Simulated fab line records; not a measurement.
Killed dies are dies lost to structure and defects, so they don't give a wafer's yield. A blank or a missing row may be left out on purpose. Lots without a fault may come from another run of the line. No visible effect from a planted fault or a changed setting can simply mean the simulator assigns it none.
fab line records + flow n5_finfet + part 2 of 2: steps 23 to 29 of 29
record
- lots=5
- wafers=15
- last_day=20
route steps=1938 shown FIN_SAQP@140 FIN_CUT@154
lots that met no fault: taken from a fault-free run of the same line
start_h: the number of hours between the record's first day and the start of the first shown wafer of the lot + wait_h: hours elapsed since this lot's preceding step + " identical to the entry in the row above + L1.1+2: one row covering several wafers at once + - value missing, or start not given + * or withheld: withheld + < > ~ a bound
route shown NAME@n: NAME is a module with steps in the file, n the number in the route of the first one + usual: the fault-free wafers' mean and standard deviation + same: alike in all rows + chamber/n: place in a boat + sites: per-site readings + _std_site: the standard deviation of these + _edge_site: the outer-site mean with the inner-site mean subtracted + radius_mm: for every site, how far away it sits from the centre of the wafer + mask NAME#n: copy n + behind: the last tool/chamber to shape the wafer + hold: why the lot was held/for how many hours/how that ended + device: the n, p or np transistor that did not switch + end of line: the same wafers' tests at the end of the route + a step without rows: its recipe alone + killed: not the wafer's yield, but the dies lost to structure and defects at the first sort + map: a wafer's dies, x killed, . not, _ none there
set.NAME: setting as actually run; set.NAME@STEP: the setting as run at that earlier step + model.NAME: the simulator's own value behind a step, which no gauge read
certain route steps with their lots: each step a table, each wafer a row
services: when a tool's chamber went out of use (start_h, in hours from the record's first day, below 0 if earlier), for how many hours, and the reason
## steps
# step N5_FIN_CUT_DEVELOP_07
# recipe
- develop_time_s=30
- developer=TMAH
- resist=CAR-EUV
- rinse_liquid=surfactant_rinse
- dry=air_spin
- dev_temp_c=23
# usual
- exhaust_pa=45.0/0.87
# same
- develop_time_s=30
| lot.wafer | tool           | chamber | start_h | wait_h | exhaust_pa |
|-----------|----------------|---------|---------|--------|------------|
| L085.1    | litho_track-02 | 0       | -       | -      | 44.2       |
| L085.2    | "              | 0       | "       | "      | 44.1       |
| L085.6    | "              | 0       | "       | "      | 45.9       |
| L089.1    | litho_track-02 | 0       | -       | -      | 45.9       |
| L089.2    | "              | 0       | "       | "      | 45.4       |
| L089.5    | "              | 0       | "       | "      | 44.9       |
| L094.1    | litho_track-02 | 0       | -       | -      | 44.8       |
| L094.3    | "              | 0       | "       | "      | 45.3       |
| L094.6    | "              | 0       | "       | "      | 44.8       |
| L096.1    | litho_track-02 | 0       | -       | -      | 46.8       |
| L096.3    | "              | 0       | "       | "      | 45.1       |
| L096.5    | "              | 0       | "       | "      | 44.8       |
| L097.3    | litho_track-03 | 0       | -       | -      | 45.8       |
| L097.4    | "              | 0       | "       | "      | 45.8       |
| L097.6    | "              | 0       | "       | "      | 46.9       |
# step N5_FIN_CUT_CD_MEAS_08
# recipe
- target_cd_nm=29.1
- landing_energy_ev=500
- detector=se_inlens
- polarity=opening
# usual
- cd_nm=29.14/0.22
| lot.wafer | tool      | chamber | start_h | wait_h | cd_nm |
|-----------|-----------|---------|---------|--------|-------|
| L085.1    | cd_sem-02 | 0       | 93.57   | -      | 29.37 |
| L085.2    | "         | 0       | "       | "      | 29.01 |
| L085.6    | "         | 0       | "       | "      | 29.28 |
| L089.1    | cd_sem-03 | 0       | 117.38  | -      | 29.38 |
| L089.2    | "         | 0       | "       | "      | 29.24 |
| L089.5    | "         | 0       | "       | "      | 29.13 |
| L094.1    | cd_sem-01 | 0       | 147.51  | -      | 29.18 |
| L094.3    | "         | 0       | "       | "      | 28.99 |
| L094.6    | "         | 0       | "       | "      | 28.93 |
| L096.1    | cd_sem-02 | 0       | 161.50  | -      | 29.05 |
| L096.3    | "         | 0       | "       | "      | 28.94 |
| L096.5    | "         | 0       | "       | "      | 28.93 |
| L097.3    | cd_sem-02 | 0       | 168.25  | -      | 28.87 |
| L097.4    | "         | 0       | "       | "      | 28.81 |
| L097.6    | "         | 0       | "       | "      | 29.41 |
# step N5_FIN_CUT_OVL_MEAS_09
# recipe
- points_per_wafer=522
# usual
- FIN_CUT_OVL=-0.3/0.73
| lot.wafer | tool       | chamber | start_h | wait_h | FIN_CUT_OVL[nm] |
|-----------|------------|---------|---------|--------|-----------------|
| L085.1    | overlay-02 | 0       | 93.60   | 0.0    | 0.5             |
| L085.2    | "          | 0       | "       | "      | -0.3            |
| L085.6    | "          | 0       | "       | "      | -0.2            |
| L089.1    | overlay-01 | 0       | 117.41  | 0.0    | -0.2            |
| L089.2    | "          | 0       | "       | "      | -0.3            |
| L089.5    | "          | 0       | "       | "      | 0.7             |
| L094.1    | overlay-02 | 0       | 147.54  | 0.0    | -0.8            |
| L094.3    | "          | 0       | "       | "      | -1.3            |
| L094.6    | "          | 0       | "       | "      | -1.4            |
| L096.1    | overlay-02 | 0       | 161.53  | 0.0    | -0.2            |
| L096.3    | "          | 0       | "       | "      | 0.0             |
| L096.5    | "          | 0       | "       | "      | 0.3             |
| L097.3    | overlay-01 | 0       | 168.29  | 0.0    | -0.7            |
| L097.4    | "          | 0       | "       | "      | 0.0             |
| L097.6    | "          | 0       | "       | "      | -0.9            |
# step N5_FIN_CUT_INSPECT_10
# recipe
- mode=adi
- inspect_instrument=brightfield
# usual
- raw_defect_count=40/9.9
| lot.wafer | tool              | chamber | start_h | wait_h | raw_defect_count |
|-----------|-------------------|---------|---------|--------|------------------|
| L085.1    | defect_inspect-02 | -       | 93.66   | 0.1    | 31               |
| L085.2    | "                 | -       | "       | "      | 37               |
| L085.6    | "                 | -       | "       | "      | 36               |
| L089.1    | defect_inspect-02 | -       | 117.47  | 0.1    | 33               |
| L089.2    | "                 | -       | "       | "      | 36               |
| L089.5    | "                 | -       | "       | "      | 34               |
| L094.1    | defect_inspect-01 | -       | 147.59  | 0.1    | 40               |
| L094.3    | "                 | -       | "       | "      | 57               |
| L094.6    | "                 | -       | "       | "      | 51               |
| L096.1    | defect_inspect-02 | -       | 161.59  | 0.1    | 45               |
| L096.3    | "                 | -       | "       | "      | 50               |
| L096.5    | "                 | -       | "       | "      | 33               |
| L097.3    | defect_inspect-01 | -       | 168.34  | 0.0    | 32               |
| L097.4    | "                 | -       | "       | "      | 40               |
| L097.6    | "                 | -       | "       | "      | 45               |
# step N5_FIN_CUT_DESCUM_13
# recipe
- chemistry=O2
- time_s=7
- source_power_w=50
- bias_power_w=20
- pressure_mtorr=20
- rf_frequency_hz=2.712e+07
- temp_c=40
- resist=CAR-EUV
- o2_flow_sccm=225
# usual
- drypump_motor_current_A=5.8/0.52
- o2_flow_sccm=225.0/0.68
- oes_product_au=0.81/0.071
- rf_vpp_V=243.3/1.3
- showerhead_plenum_p_Torr=2.11/0.066
- throttle_valve_pct=20.31/0.19
| lot.wafer | tool        | chamber | start_h | wait_h | drypump_motor_current_A | o2_flow_sccm | oes_product_au | rf_hours_counter_h | rf_vpp_V | showerhead_plenum_p_Torr | throttle_valve_pct |
|-----------|-------------|---------|---------|--------|-------------------------|--------------|----------------|--------------------|----------|--------------------------|--------------------|
| L085.1    | rie_diel-02 | 2       | 93.69   | 0.0    | 6.1                     | 225.8        | 0.86           | 38                 | 244.1    | 2.14                     | 20.46              |
| L085.2    | "           | 0       | "       | "      | 5.8                     | 225.4        | 0.83           | 77                 | 244.0    | 2.13                     | 20.06              |
| L085.6    | "           | 2       | "       | "      | 6.1                     | 225.1        | 0.86           | -                  | 242.5    | 2.14                     | 20.44              |
| L089.1    | rie_diel-02 | 3       | 117.50  | 0.0    | 4.7                     | 224.7        | 0.85           | 48                 | 241.3    | 2.03                     | 20.05              |
| L089.2    | "           | 0       | "       | "      | 5.8                     | 224.7        | 0.83           | 80                 | 243.5    | 2.13                     | 20.06              |
| L089.5    | "           | 1       | "       | "      | 6.4                     | 224.7        | 0.93           | -                  | 245.7    | 2.24                     | 20.34              |
| L094.1    | rie_diel-06 | 1       | 147.63  | 0.0    | 5.2                     | 225.6        | 0.82           | 81                 | 242.2    | 2.04                     | 20.41              |
| L094.3    | "           | 3       | "       | "      | 5.8                     | 225.3        | 0.81           | 95                 | 241.6    | 2.03                     | 20.59              |
| L094.6    | "           | 0       | "       | "      | 6.2                     | 223.5        | 0.70           | -                  | 243.0    | 2.07                     | 20.22              |
| L096.1    | rie_diel-06 | 0       | 161.63  | 0.0    | 6.2                     | 224.7        | 0.71           | 219                | 243.8    | 2.07                     | 20.22              |
| L096.3    | "           | 3       | "       | "      | 5.8                     | 225.1        | 0.81           | 98                 | 240.7    | 2.03                     | 20.60              |
| L096.5    | "           | 3       | "       | "      | 5.8                     | 224.7        | 0.80           | -                  | 243.2    | 2.03                     | 20.61              |
| L097.3    | rie_diel-02 | 1       | 168.37  | 0.0    | 6.4                     | 224.8        | 0.90           | 24                 | 245.3    | 2.24                     | 20.36              |
| L097.4    | "           | 3       | "       | "      | 4.7                     | 225.5        | 0.83           | 60                 | 243.6    | 2.03                     | 20.04              |
| L097.6    | "           | 1       | "       | "      | 6.3                     | 224.1        | 0.90           | -                  | 245.5    | 2.24                     | 20.36              |
# step N5_FIN_CUT_ETCH_30
# recipe
- chemistry=N2/H2
- target=underlayer
- target_depth_a=130
- mask_material=CAR-EUV
- time_s=10.4
- ion_energy_ev=200
- pressure_mtorr=30
- source_w=840
- bias_w=150
- n2_flow_sccm=200
- h2_flow_sccm=200
- ends=cleared
# usual
- drypump_motor_current_A=5.8/0.52
- etch_rf_on_time_s=10.36/0.14
- oes_product_au=0.69/0.057
- rf_vpp_V=524.1/2.2
- showerhead_plenum_p_Torr=2.55/0.079
- throttle_valve_pct=17.70/0.19
| lot.wafer | tool        | chamber | start_h | wait_h | drypump_motor_current_A | etch_rf_on_time_s | oes_product_au | rf_hours_counter_h | rf_vpp_V | showerhead_plenum_p_Torr | throttle_valve_pct |
|-----------|-------------|---------|---------|--------|-------------------------|-------------------|----------------|--------------------|----------|--------------------------|--------------------|
| L085.1    | rie_diel-02 | 2       | 93.73   | 0.0    | 6.1                     | 10.14             | 0.74           | 38                 | 525.3    | 2.59                     | 17.81              |
| L085.2    | "           | 0       | "       | "      | 5.8                     | 10.56             | 0.70           | 77                 | 524.1    | 2.57                     | 17.36              |
| L085.6    | "           | 2       | "       | "      | 6.1                     | 10.17             | 0.74           | -                  | 525.3    | 2.59                     | 17.80              |
| L089.1    | rie_diel-02 | 3       | 117.53  | 0.0    | 4.7                     | 10.18             | 0.72           | 48                 | 522.9    | 2.48                     | 17.52              |
| L089.2    | "           | 0       | "       | "      | 5.8                     | 10.55             | 0.70           | 80                 | 524.6    | 2.57                     | 17.37              |
| L089.5    | "           | 1       | "       | "      | 6.4                     | 10.36             | 0.79           | -                  | 528.4    | 2.71                     | 17.74              |
| L094.1    | rie_diel-06 | 1       | 147.66  | 0.0    | 5.2                     | 10.40             | 0.70           | 81                 | 521.3    | 2.47                     | 17.73              |
| L094.3    | "           | 3       | "       | "      | 5.8                     | 10.39             | 0.69           | 95                 | 521.7    | 2.46                     | 17.93              |
| L094.6    | "           | 0       | "       | "      | 6.2                     | 10.27             | 0.61           | -                  | 525.4    | 2.53                     | 17.82              |
| L096.1    | rie_diel-06 | 0       | 161.66  | 0.0    | 6.3                     | 10.25             | 0.61           | 219                | 522.7    | 2.52                     | 17.82              |
| L096.3    | "           | 3       | "       | "      | 5.8                     | 10.32             | 0.69           | 98                 | 521.1    | 2.46                     | 17.95              |
| L096.5    | "           | 3       | "       | "      | 5.9                     | 10.34             | 0.69           | -                  | 522.3    | 2.46                     | 17.95              |
| L097.3    | rie_diel-02 | 1       | 168.40  | 0.0    | 6.4                     | 10.35             | 0.75           | 24                 | 527.7    | 2.71                     | 17.75              |
| L097.4    | "           | 3       | "       | "      | 4.7                     | 10.27             | 0.71           | 60                 | 522.7    | 2.48                     | 17.55              |
| L097.6    | "           | 1       | "       | "      | 6.4                     | 10.34             | 0.76           | -                  | 528.3    | 2.71                     | 17.76              |
# step N5_FIN_CUT_ETCH_20
# recipe
- chemistry=CF4
- target=SiARC
- target_depth_a=260
- mask_material=CAR-EUV
- time_s=43.3
- ion_energy_ev=80
- pressure_mtorr=40
- source_w=545
- bias_w=36
- Ar_flow_sccm=100
- cf4_flow_sccm=100
- ends=cleared
# usual
- drypump_motor_current_A=5.8/0.51
- etch_rf_on_time_s=43.2/0.57
- oes_product_au=0.69/0.057
- rf_vpp_V=184.1/1.2
- showerhead_plenum_p_Torr=2.15/0.063
- throttle_valve_pct=15.47/0.17
| lot.wafer | tool        | chamber | start_h | wait_h | drypump_motor_current_A | etch_rf_on_time_s | oes_product_au | rf_hours_counter_h | rf_vpp_V | showerhead_plenum_p_Torr | throttle_valve_pct |
|-----------|-------------|---------|---------|--------|-------------------------|-------------------|----------------|--------------------|----------|--------------------------|--------------------|
| L085.1    | rie_diel-02 | 2       | 93.75   | 0.0    | 6.1                     | 42.5              | 0.74           | 38                 | 184.4    | 2.18                     | 15.54              |
| L085.2    | "           | 0       | "       | "      | 5.7                     | 43.6              | 0.71           | 77                 | 183.6    | 2.17                     | 15.20              |
| L085.6    | "           | 2       | "       | "      | 6.1                     | 42.9              | 0.72           | -                  | 184.6    | 2.18                     | 15.53              |
| L089.1    | rie_diel-02 | 3       | 117.55  | 0.0    | 4.8                     | 42.5              | 0.72           | 48                 | 185.1    | 2.09                     | 15.27              |
| L089.2    | "           | 0       | "       | "      | 5.8                     | 43.6              | 0.70           | 80                 | 184.6    | 2.17                     | 15.19              |
| L089.5    | "           | 1       | "       | "      | 6.4                     | 42.9              | 0.79           | -                  | 185.4    | 2.28                     | 15.39              |
| L094.1    | rie_diel-06 | 1       | 147.68  | 0.0    | 5.2                     | 43.5              | 0.70           | 81                 | 182.8    | 2.08                     | 15.49              |
| L094.3    | "           | 3       | "       | "      | 5.8                     | 44.0              | 0.69           | 95                 | 182.7    | 2.08                     | 15.66              |
| L094.6    | "           | 0       | "       | "      | 6.2                     | 43.5              | 0.60           | -                  | 183.6    | 2.12                     | 15.48              |
| L096.1    | rie_diel-06 | 0       | 161.68  | 0.0    | 6.2                     | 42.7              | 0.61           | 219                | 183.9    | 2.12                     | 15.50              |
| L096.3    | "           | 3       | "       | "      | 5.8                     | 43.4              | 0.69           | 98                 | 183.7    | 2.07                     | 15.71              |
| L096.5    | "           | 3       | "       | "      | 5.8                     | 43.0              | 0.69           | -                  | 182.7    | 2.07                     | 15.70              |
| L097.3    | rie_diel-02 | 1       | 168.42  | 0.0    | 6.4                     | 43.5              | 0.76           | 24                 | 185.7    | 2.28                     | 15.43              |
| L097.4    | "           | 3       | "       | "      | 4.7                     | 43.3              | 0.71           | 60                 | 184.0    | 2.08                     | 15.32              |
| L097.6    | "           | 1       | "       | "      | 6.4                     | 43.4              | 0.76           | -                  | 186.0    | 2.28                     | 15.43              |
## services
| tool           | chamber | start_h | hours | kind                          |
|----------------|---------|---------|-------|-------------------------------|
| euv_scanner-01 | -       | 85.43   | 1.0   | pm                            |
| rie_diel-01    | 2       | 85.67   | -     | clean                         |
| rie_diel-01    | 2       | 85.67   | -     | consumable_replace:focus_ring |
| rie_diel-01    | 2       | 85.67   | -     | consumable_replace:showerhead |
| rie_diel-01    | 2       | 85.67   | 16.1  | scheduled_down                |
| rie_diel-01    | 2       | 85.67   | 16.1  | vent_cycle                    |
| rie_diel-02    | 0       | 96.26   | 6.7   | repair                        |
| rie_diel-02    | -       | 97.17   | 0.2   | repair                        |
| rie_diel-04    | 3       | 103.26  | 4.3   | repair                        |
| rie_si-05      | -       | 106.04  | 14.6  | pm                            |
| rie_diel-02    | -       | 112.60  | 2.8   | pm                            |
| wet_bench-06   | -       | 115.37  | 2.7   | repair                        |
| euv_scanner-02 | -       | 119.61  | 4.6   | pm                            |
| rie_si-05      | 3       | 121.01  | 25.2  | repair                        |
| rie_si-05      | 2       | 121.05  | 1.9   | repair                        |
| rie_diel-06    | 2       | 128.81  | 12.8  | repair                        |
| rie_diel-01    | -       | 129.43  | 10.9  | repair                        |
| euv_scanner-02 | -       | 132.66  | 12.0  | pm                            |
| rie_diel-04    | 3       | 138.33  | 9.4   | repair                        |
| rie_diel-06    | -       | 143.51  | 0.7   | repair                        |
| rie_diel-01    | 2       | 143.52  | 8.2   | repair                        |
| euv_scanner-01 | -       | 144.66  | 1.0   | pm                            |
| rie_si-05      | 1       | 157.93  | 2.6   | repair                        |
| rie_si-03      | -       | 165.06  | 2.8   | pm                            |
